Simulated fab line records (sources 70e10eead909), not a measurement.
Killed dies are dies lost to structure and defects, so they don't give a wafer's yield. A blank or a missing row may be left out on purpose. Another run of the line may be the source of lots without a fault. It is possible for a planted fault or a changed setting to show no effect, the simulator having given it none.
The tool behind it: which one? | flow nand-harc | 72 wafers from 24 lots sampled at 3 of the route's 1302 steps

## WHAT EACH GAUGE READ, for each wafer
NHARC_A_DECK1_JOINT_THK_MEAS_17: measures by ellipsometry.
lot  | measured     | on            | thk-nm (nm)
L074 | day 12 07:35 | film-metro-01 | 45.9 43.8 46.7
L075 | day 12 22:01 | film-metro-02 | 43.9 42.6 43.8
L076 | day 13 11:11 | film-metro-02 | 47.1 44.7 46.0
L077 | day 13 13:48 | film-metro-02 | 44.3 46.3 44.3
L078 | day 14 03:43 | film-metro-02 | 45.7 46.0 46.4
L079 | day 14 16:02 | film-metro-02 | 44.2 45.8 46.4
L080 | day 14 16:04 | film-metro-01 | 43.1 45.3 44.0
L082 | day 15 18:28 | film-metro-02 | 43.5 45.3 45.3
L081 | day 15 18:39 | film-metro-02 | 45.8 44.6 48.2
L083 | day 16 09:55 | film-metro-01 | 45.9 42.0 45.5
L084 | day 16 10:10 | film-metro-02 | 44.0 46.1 45.8
L085 | day 16 17:59 | film-metro-01 | 45.7 45.4 45.8
L086 | day 17 06:41 | film-metro-02 | 43.9 44.7 45.0
L087 | day 18 07:57 | film-metro-01 | 44.6 46.0 43.6
L088 | day 18 08:06 | film-metro-01 | 44.3 46.7 44.6
L089 | day 18 23:27 | film-metro-01 | 44.0 45.6 44.8
L090 | day 18 23:27 | film-metro-02 | 44.6 45.9 43.6
L091 | day 19 18:05 | film-metro-01 | 44.8 45.8 48.1
L092 | day 19 23:55 | film-metro-01 | 44.7 43.7 45.8
L094 | day 20 22:23 | film-metro-01 | 44.0 46.4 45.1
L093 | day 20 22:23 | film-metro-01 | 48.4 47.6 46.8
L095 | day 21 05:29 | film-metro-02 | 47.3 45.1 45.7
L097 | day 21 17:19 | film-metro-02 | 44.6 46.6 44.4
L096 | day 21 19:04 | film-metro-02 | 48.2 46.5 47.7

NHARC_A_ONON_D2_THK_MEAS_27: measures by ellipsometry.
lot  | measured     | on            | thk-nm (nm)
L074 | day 12 20:11 | film-metro-02 | 994 995 995
L075 | day 13 10:22 | film-metro-01 | 992 993 994
L076 | day 13 23:31 | film-metro-01 | 991 992 994
L077 | day 13 23:33 | film-metro-02 | 1011 1013 1012
L078 | day 14 15:43 | film-metro-01 | 1013 1013 1014
L079 | day 15 04:02 | film-metro-02 | 985 986 986
L080 | day 15 04:02 | film-metro-01 | 997 996 996
L082 | day 16 06:22 | film-metro-02 | 985 985 986
L081 | day 16 06:22 | film-metro-01 | 1014 1014 1013
L083 | day 16 22:55 | film-metro-01 | 1000 1002 1002
L084 | day 16 22:55 | film-metro-01 | 998 996 996
L085 | day 17 06:19 | film-metro-01 | 1003 1005 1003
L086 | day 17 18:58 | film-metro-02 | 1004 1004 1005
L087 | day 18 20:52 | film-metro-02 | 1010 1010 1011
L088 | day 18 20:52 | film-metro-01 | 994 996 994
L089 | day 19 14:48 | film-metro-01 | 1008 1009 1009
L090 | day 19 14:47 | film-metro-02 | 992 991 989
L091 | day 20 09:27 | film-metro-02 | 1000 999 1001
L092 | day 20 09:29 | film-metro-01 | 982 985 984
L094 | day 21 10:45 | film-metro-01 | 996 996 997
L093 | day 21 10:44 | film-metro-02 | 982 979 983
L095 | day 21 17:28 | film-metro-02 | 1017 1018 1016
L097 | day 22 05:37 | film-metro-01 | 1015 1015 1014
L096 | day 22 05:40 | film-metro-01 | 1011 1011 1011

NHARC_A_CHANNEL_HOLE_D2_OVL_MEAS_11.
lot  | measured     | on         | overlay-x-nm (nm) | overlay-y-nm (nm)
L074 | day 13 00:06 | overlay-01 | 0.8 0.2 0.5       | -0.5 -0.3 -1.2
L075 | day 13 14:17 | overlay-02 | -0.8 -0.3 -0.9    | -0.7 -0.7 -0.6
L076 | day 14 03:31 | overlay-01 | 0.3 0.2 0.5       | 0.6 0.9 0.7
L077 | day 14 04:22 | overlay-01 | 0.7 0.1 0.2       | -0.1 -0.4 -0.4
L078 | day 14 19:45 | overlay-02 | 0.5 0.1 0.3       | -0.8 -0.4 -1.1
L079 | day 15 09:05 | overlay-01 | -0.9 -0.8 -1.0    | 0.3 0.0 0.2
L080 | day 15 09:20 | overlay-02 | -1.6 -1.4 -1.1    | 0.0 0.1 -0.3
L082 | day 16 12:32 | overlay-02 | 1.5 0.5 0.8       | 0.5 0.7 0.3
L081 | day 16 10:31 | overlay-01 | 0.3 0.1 -0.1      | 0.7 0.4 0.1
L083 | day 17 03:14 | overlay-01 | -1.4 -1.6 -1.2    | 0.1 0.5 0.5
L084 | day 17 03:26 | overlay-01 | -0.5 -0.9 -1.1    | 1.2 1.3 1.2
L085 | day 17 10:07 | overlay-02 | -0.6 -0.4 -0.4    | 1.1 1.5 0.6
L086 | day 17 22:52 | overlay-02 | 0.1 0.3 0.0       | -1.0 -1.0 -1.3
L087 | day 19 03:21 | overlay-01 | 0.0 -0.2 -0.1     | -0.4 -0.3 -0.8
L088 | day 19 02:23 | overlay-01 | -1.1 -0.7 -0.7    | -0.9 0.0 -0.9
L089 | day 19 19:21 | overlay-02 | 0.3 0.5 0.0       | -0.7 -1.1 -0.8
L090 | day 19 19:04 | overlay-01 | -0.9 -0.8 -1.2    | 0.0 0.5 0.7
L091 | day 20 15:01 | overlay-01 | -0.9 0.0 -1.6     | -1.0 -0.7 -0.7
L092 | day 20 15:10 | overlay-02 | 0.7 0.9 0.7       | 0.4 0.4 0.2
L094 | day 21 14:31 | overlay-01 | 0.0 -0.1 0.0      | 0.6 0.8 0.2
L093 | day 21 14:40 | overlay-02 | 0.3 0.4 0.1       | -0.7 -0.8 0.0
L095 | day 21 23:15 | overlay-02 | 0.4 1.3 1.4       | 1.6 1.6 1.8
L097 | day 22 09:32 | overlay-01 | -0.8 -1.2 -1.6    | -1.2 -0.9 -1.3
L096 | day 22 09:41 | overlay-02 | -0.1 0.7 -0.2     | -1.2 -0.7 -0.6

## WHICH TOOL RAN EACH LOT (tool, then ch and the chambers of the sampled wafers, then the start)
There is no process step in the record ahead of these readings.

## AS READ BY THE TOOLS THEMSELVES (means over the sampled wafers that have a number; for cases with no such wafer, the mark the record gives instead)
The record holds no such reading with a usual standard deviation.

## THE ANSWER, worked out from the rows above alone
Rule: the lots themselves supply what counts as usual. The widest of any qualifying gaps counts: lots, ordered by their means at a reading, are off when they make up no more than a third of the lots, leave a main group of 4 or more, and stand apart from it by 3 or more times the standard deviation of that group's means. A main group is skipped when, at the precision printed for the reading in the tables above, its means are all equal. Also off: a lot with no number at a reading for which 4 or more lots have one. The other lots that the step has rows for count as sound. Order of review: gauges by route order, followed by the tools' own readings, for which a lot's mean as printed above is used. At the first step where some lot is off, the reading lying furthest off is the one used; lots without a number count as furthest.
No lot is off on any of the readings shown, so nothing can be concluded from this.

## WHAT THE SIMULATOR PUT IN
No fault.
